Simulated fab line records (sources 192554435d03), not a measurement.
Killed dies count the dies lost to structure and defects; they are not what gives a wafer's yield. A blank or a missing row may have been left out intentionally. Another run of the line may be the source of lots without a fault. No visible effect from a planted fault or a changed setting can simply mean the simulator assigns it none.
fab line records	flow n5-finfet
[record] lots = 7	wafers = 39
route steps=1938 shown BEOL_M7@1308
start-h: hours from the record's first day to the start of the lot's first wafer shown	wait-h: hours elapsed since this lot's preceding step	" same as the row above	L1.1+2: a row that stands for several wafers	- either no value or no given start	* or withheld: withheld	< > ~ a bound
route shown NAME@n: NAME is a module with steps in the file, n the number in the route of the first one	usual: mean/standard deviation taken from wafers without a fault	same: alike in all rows	chamber/n: place in a boat	sites: the reading at each site	_std_site: the values' standard deviation	_edge_site: mean of outer sites minus mean of inner sites	radius-mm: for every site, how far away it sits from the centre of the wafer	mask NAME#n: copy n	behind: the tool/chamber that last shaped the wafer	hold: reason for holding the lot/hours on hold/outcome of the hold	device: whichever transistor did not switch (one of n, p or np)	end of line: the route-end tests of the same wafers	a step with no rows: only its recipe	killed: dies that structure and defects cost at the first sort, which is not the same as the wafer's yield	map: shows each die of a wafer: x if killed, . if not, _ if none is there
set.NAME: the run value of the setting; set.NAME@STEP: its run value at that earlier step	model.NAME: the simulator's own value behind a step, which no gauge read
lots with deliberately changed settings; one table per step, one row per wafer
[[steps]]
[step N5_BEOL_M7_TRENCH_ETCH_37]
[recipe] chemistry = C4F6/O2	target-depth-a = 934.78	target = SiCOH_lowk	time-s = 31.2	ion-energy-ev = 250	pressure-mtorr = 30	source-w = 345	bias-w = 185	Ar_flow_sccm = 300	C4F6_flow_sccm = 10	O2_flow_sccm = 10
lot.wafer	tool	chamber	start-h	wait-h	set.target-depth-a	model.etch.depth-nm	model.BEOL_M7.feature-depth-nm	model.TiN_of_BEOL_M7_HM_DEP_02.thk-nm
L074.1	rie-diel-03	0	-	-	1365	136.7	136.8	16
L074.2	"	1	"	"	1365	137.2	137.2	16
L074.3	"	2	"	"	1365	135.5	135.4	16.4
L074.4	"	3	"	"	934.78	91.54	91.6	17.4
L074.5	"	0	"	"	934.78	94.8	94.8	17.8
L074.6	"	1	"	"	934.78	93.61	93.6	17.2
L076.1	rie-diel-03	0	-	-	709.1	71.51	71.6	18
L076.2	"	2	"	"	934.78	92.37	92.4	17.4
L076.3	"	1	"	"	934.78	93.73	93.8	17.6
L076.4	"	3	"	"	709.1	69.51	69.6	17.8
L076.5	"	1	"	"	709.1	71.52	71.6	18
L076.6	"	0	"	"	934.78	94.64	94.6	17
L080.1	rie-diel-04	0	-	-	736.9	75.33	75.4	17.8
L080.2	"	1	"	"	934.78	93.24	93.2	17.8
L080.3	"	2	"	"	736.9	72.97	73	18
L080.4	"	3	"	"	736.9	73.71	73.8	17.8
L080.5	"	0	"	"	934.78	95.78	95.8	17.2
L080.6	"	1	"	"	934.78	93.19	93.2	17.8
L087.1	rie-diel-02	2	-	-	680.1	66.14	66.2	18.2
L087.2	"	0	"	"	934.78	93.29	93.2	17.8
L087.3	"	3	"	"	934.78	94.61	94.6	17.6
L087.4	"	1	"	"	680.1	65.94	66	18.6
L087.5	"	3	"	"	934.78	94.57	94.6	17.4
L087.6	"	2	"	"	680.1	66.41	66.4	18.4
L090.2	rie-diel-02	0	-	-	934.78	94.06	94	17.2
L090.4	"	1	"	"	934.78	91.95	92	17.4
L090.5	"	1	"	"	934.78	92.16	92.2	17.8
L094.1	rie-diel-04	2	-	-	934.78	93.67	93.6	16.8
L094.2	"	1	"	"	934.78	93.14	93.2	17
L094.3	"	3	"	"	934.78	94.1	94	17.2
L094.4	"	3	"	"	934.78	94.28	94.2	17
L094.5	"	1	"	"	934.78	93.28	93.2	17
L094.6	"	2	"	"	934.78	93.15	93.2	17.4
L096.1	rie-diel-03	0	-	-	446.9	45.5	45.6	19
L096.2	"	2	"	"	934.78	92.74	92.8	17.2
L096.3	"	1	"	"	446.9	44.98	45	18.6
L096.4	"	3	"	"	934.78	91.93	92	17.2
L096.5	"	3	"	"	934.78	92.05	92	17.2
L096.6	"	2	"	"	446.9	44.44	44.4	18.8
[step N5_BEOL_M7_ETCH_41]
[recipe] chemistry = CH3F/O2	target = SiCN	target-depth-a = 319	taper-deg = 2	time-s = 57.8	ion-energy-ev = 120	mask-material = TiN	pressure-mtorr = 30	source-w = 395	bias-w = 75	Ar_flow_sccm = 150	CH3F_flow_sccm = 30	O2_flow_sccm = 20
[step N5_BEOL_M7_STRIP_80]
[recipe] chemistry = N2/H2	time-s = 10	power-w = 450	temp-c = 40	pressure-mtorr = 20	rf-frequency-hz = 6e+07	bias-power-w = 7	n2-flow-sccm = 200	h2-flow-sccm = 200
[step N5_BEOL_M7_OCD_MEAS_38]
[usual] trench-depth-nm = 93.1/1.5
lot.wafer	tool	chamber	start-h	wait-h	set.target-depth-a@BEOL_M7_TRENCH_ETCH_37	trench-depth-nm
L074.1	ocd-01	-	193.36	-	1365	136.8
L074.2	"	-	"	"	1365	137.0
L074.3	"	-	"	"	1365	134.9
L074.4	"	-	"	"	934.78	91.3
L074.5	"	-	"	"	934.78	94.6
L074.6	"	-	"	"	934.78	93.4
L076.1	ocd-02	-	220.42	-	709.1	71.9
L076.2	"	-	"	"	934.78	92.1
L076.3	"	-	"	"	934.78	93.4
L076.4	"	-	"	"	709.1	69.5
L076.5	"	-	"	"	709.1	72.0
L076.6	"	-	"	"	934.78	94.2
L080.1	ocd-02	-	235.31	-	736.9	75.4
L080.2	"	-	"	"	934.78	93.3
L080.3	"	-	"	"	736.9	72.8
L080.4	"	-	"	"	736.9	73.6
L080.5	"	-	"	"	934.78	95.7
L080.6	"	-	"	"	934.78	92.8
L087.1	ocd-01	-	280.20	-	680.1	66.0
L087.2	"	-	"	"	934.78	93.5
L087.3	"	-	"	"	934.78	95.3
L087.4	"	-	"	"	680.1	65.9
L087.5	"	-	"	"	934.78	94.4
L087.6	"	-	"	"	680.1	66.1
L090.2	ocd-01	-	296.95	-	934.78	94.0
L090.4	"	-	"	"	934.78	92.2
L090.5	"	-	"	"	934.78	92.2
L094.1	ocd-01	-	313.88	-	934.78	94.0
L094.2	"	-	"	"	934.78	93.5
L094.3	"	-	"	"	934.78	94.1
L094.4	"	-	"	"	934.78	93.9
L094.5	"	-	"	"	934.78	93.6
L094.6	"	-	"	"	934.78	93.5
L096.1	ocd-01	-	328.52	-	446.9	45.1
L096.2	"	-	"	"	934.78	92.2
L096.3	"	-	"	"	446.9	44.9
L096.4	"	-	"	"	934.78	91.1
L096.5	"	-	"	"	934.78	92.5
L096.6	"	-	"	"	446.9	44.2
[step N5_BEOL_M7_HM_STRIP_39]
[recipe] chemistry = peroxide-tin-strip	material = TiN	target-depth-a = 250	temp-c = 50	time-s = 158
[step N5_BEOL_M7_SRD_40]
[recipe] time-s = 30	temp-c = 23	rinse-liquid = diw	dry = ipa-marangoni
[step N5_BEOL_M7_ECD_50]
[recipe] material = Cu	target-thk-a = 3000
[step N5_BEOL_M7_ANNEAL_51]
[recipe] temp-c = 225	time-s = 90	ambient = N2
[step N5_BEOL_M7_CMP_52]
[recipe] stop-on = SiCOH_lowk	t-overpolish-s = 6.9	down-force-psi = 1	platen-rpm = 50	clearing-platen-down-force-psi = 1.5	clearing-platen-rpm = 50	post-cmp-clean = cu-alkaline	target-thk-nm = 80	clearing-platen-pad-velocity-m-s = 0.99484	pad-velocity-m-s = 0.99484
lot.wafer	tool	chamber	start-h	wait-h	set.target-depth-a@BEOL_M7_TRENCH_ETCH_37	model.Cu_of_BEOL_M7_ECD_50.thk-nm
L074.4	cmp-04	2	195.52	0.1	934.78	78.8
L074.1	"	3	"	"	1365	123.6
L074.3	"	0	"	"	1365	121.6
L074.2	"	1	"	"	1365	124
L074.5	"	2	"	"	934.78	81.2
L074.6	"	3	"	"	934.78	82
L076.3	cmp-04	0	223.54	0.2	934.78	78.2
L076.4	"	1	"	"	709.1	55
L076.1	"	2	"	"	709.1	57
L076.2	"	3	"	"	934.78	79
L076.6	"	0	"	"	934.78	78.6
L076.5	"	1	"	"	709.1	55.8
L080.1	cmp-02	2	237.90	0.4	736.9	62.2
L080.3	"	3	"	"	736.9	59.2
L080.4	"	0	"	"	736.9	59.8
L080.2	"	1	"	"	934.78	79.6
L080.5	"	2	"	"	934.78	82.6
L080.6	"	3	"	"	934.78	78.8
L087.1	cmp-02	2	282.53	0.3	680.1	51.8
L087.3	"	3	"	"	934.78	80.6
L087.4	"	0	"	"	680.1	52.4
L087.2	"	1	"	"	934.78	78.2
L087.6	"	2	"	"	680.1	52
L087.5	"	3	"	"	934.78	80.2
L090.4	cmp-04	3	299.69	0.2	934.78	79.8
L090.2	"	0	"	"	934.78	80.2
L090.5	"	2	"	"	934.78	78.6
L094.1	cmp-04	0	316.93	0.8	934.78	80
L094.2	"	1	"	"	934.78	80.4
L094.3	"	2	"	"	934.78	81.8
L094.4	"	3	"	"	934.78	83.4
L094.6	"	0	"	"	934.78	78.2
L094.5	"	1	"	"	934.78	78.8
L096.2	cmp-04	3	330.35	0.2	934.78	81
L096.1	"	0	"	"	446.9	32
L096.4	"	1	"	"	934.78	78.4
L096.3	"	2	"	"	446.9	32.6
L096.5	"	3	"	"	934.78	80.4
L096.6	"	0	"	"	446.9	30.6
[step N5_BEOL_M7_THK_MEAS_53]
[recipe] thk-meas-gauge = xrf	reads = Cu_of_BEOL_M7_ECD_50
[usual] M7_THK = 79.6/1.9
lot.wafer	tool	chamber	start-h	wait-h	set.target-depth-a@BEOL_M7_TRENCH_ETCH_37	M7_THK[nm]
L074.1	film-metro-01	-	195.81	-	1365	123.2
L074.2	"	-	"	"	1365	124.0
L074.3	"	-	"	"	1365	121.7
L074.4	"	-	"	"	934.78	78.7
L074.5	"	-	"	"	934.78	81.2
L074.6	"	-	"	"	934.78	82.3
L076.1	film-metro-02	-	223.83	-	709.1	56.6
L076.2	"	-	"	"	934.78	77.8
L076.3	"	-	"	"	934.78	77.5
L076.4	"	-	"	"	709.1	54.1
L076.5	"	-	"	"	709.1	55.1
L076.6	"	-	"	"	934.78	77.8
L080.1	film-metro-02	-	238.19	-	736.9	62.1
L080.2	"	-	"	"	934.78	79.6
L080.3	"	-	"	"	736.9	59.3
L080.4	"	-	"	"	736.9	59.7
L080.5	"	-	"	"	934.78	82.7
L080.6	"	-	"	"	934.78	79.1
L087.1	film-metro-01	-	282.82	-	680.1	52.1
L087.2	"	-	"	"	934.78	78.1
L087.3	"	-	"	"	934.78	81.0
L087.4	"	-	"	"	680.1	52.6
L087.5	"	-	"	"	934.78	80.6
L087.6	"	-	"	"	680.1	52.2
L090.2	film-metro-01	-	299.95	-	934.78	81.3
L090.4	"	-	"	"	934.78	80.7
L090.5	"	-	"	"	934.78	79.8
L094.1	film-metro-02	-	317.22	-	934.78	80.0
L094.2	"	-	"	"	934.78	79.9
L094.3	"	-	"	"	934.78	81.7
L094.4	"	-	"	"	934.78	83.3
L094.5	"	-	"	"	934.78	78.8
L094.6	"	-	"	"	934.78	77.7
L096.1	film-metro-01	-	330.65	-	446.9	32.0
L096.2	"	-	"	"	934.78	81.0
L096.3	"	-	"	"	446.9	32.7
L096.4	"	-	"	"	934.78	78.6
L096.5	"	-	"	"	934.78	80.3
L096.6	"	-	"	"	446.9	30.7
[step N5_BEOL_M7_PRE_CLEAN_55]
[recipe] gas = NH3	time-s = 15	temp-c = withheld	rf-power-w = 300
[step N5_BEOL_M7_DEP_56]
[recipe] material = SiCN	target-thk-a = 100	temp-c = withheld	precursor = 3MS/NH3	pressure-torr = 3	rf-w = 202	time-s = 17.5
[step N5_BEOL_M7_RS_MEAS_57]
[recipe] thk-meas-gauge = four-point-probe	reads = Cu_of_BEOL_M7_ECD_50+Co_of_BEOL_M7_CVD_78+TaN_of_BEOL_M7_ALD_77
[usual] M7_RS = 0.289/0.0073
lot.wafer	tool	chamber	start-h	wait-h	set.target-depth-a@BEOL_M7_TRENCH_ETCH_37	M7_RS[ohm/sq]
L074.1	film-metro-02	-	195.94	0.1	1365	0.174
L074.2	"	-	"	"	1365	0.173
L074.3	"	-	"	"	1365	0.177
L074.4	"	-	"	"	934.78	0.292
L074.5	"	-	"	"	934.78	0.281
L074.6	"	-	"	"	934.78	0.278
L076.1	film-metro-01	-	223.97	0.1	709.1	0.430
L076.2	"	-	"	"	934.78	0.291
L076.3	"	-	"	"	934.78	0.294
L076.4	"	-	"	"	709.1	0.450
L076.5	"	-	"	"	709.1	0.442
L076.6	"	-	"	"	934.78	0.293
L080.1	film-metro-02	-	238.33	0.1	736.9	0.386
L080.2	"	-	"	"	934.78	0.288
L080.3	"	-	"	"	736.9	0.410
L080.4	"	-	"	"	736.9	0.405
L080.5	"	-	"	"	934.78	0.276
L080.6	"	-	"	"	934.78	0.291
L087.1	film-metro-01	-	282.95	0.1	680.1	0.484
L087.2	"	-	"	"	934.78	0.294
L087.3	"	-	"	"	934.78	0.283
L087.4	"	-	"	"	680.1	0.478
L087.5	"	-	"	"	934.78	0.285
L087.6	"	-	"	"	680.1	0.482
L090.2	film-metro-01	-	300.11	0.1	934.78	0.286
L090.4	"	-	"	"	934.78	0.287
L090.5	"	-	"	"	934.78	0.293
L094.1	film-metro-01	-	317.35	0.1	934.78	0.287
L094.2	"	-	"	"	934.78	0.284
L094.3	"	-	"	"	934.78	0.279
L094.4	"	-	"	"	934.78	0.273
L094.5	"	-	"	"	934.78	0.291
L094.6	"	-	"	"	934.78	0.294
L096.1	film-metro-02	-	330.78	0.1	446.9	0.901
L096.2	"	-	"	"	934.78	0.281
L096.3	"	-	"	"	446.9	0.878
L096.4	"	-	"	"	934.78	0.293
L096.5	"	-	"	"	934.78	0.284
L096.6	"	-	"	"	446.9	0.954
[[key]]
[split] step = N5_BEOL_M7_TRENCH_ETCH_37	setting = target-depth-a	stated = 934.78	by = wafer
[response] step = N5_BEOL_M7_TRENCH_ETCH_37	reading = model.etch.depth-nm	change = +0.936	per = 1%	r = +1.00
[response] step = N5_BEOL_M7_TRENCH_ETCH_37	reading = model.BEOL_M7.feature-depth-nm	change = +0.935	per = 1%	r = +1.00
[response] step = N5_BEOL_M7_TRENCH_ETCH_37	reading = model.TiN_of_BEOL_M7_HM_DEP_02.thk-nm	change = -0.0282	per = 1%	r = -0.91
[response] step = N5_BEOL_M7_OCD_MEAS_38	reading = trench-depth-nm	change = +0.934	per = 1%	r = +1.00
[response] step = N5_BEOL_M7_CMP_52	reading = model.Cu_of_BEOL_M7_ECD_50.thk-nm	change = +0.935	per = 1%	r = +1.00
[response] step = N5_BEOL_M7_THK_MEAS_53	reading = M7_THK	change = +0.934	per = 1%	r = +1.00
[response] step = N5_BEOL_M7_RS_MEAS_57	reading = M7_RS	change = -0.0074	per = 1%	r = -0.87
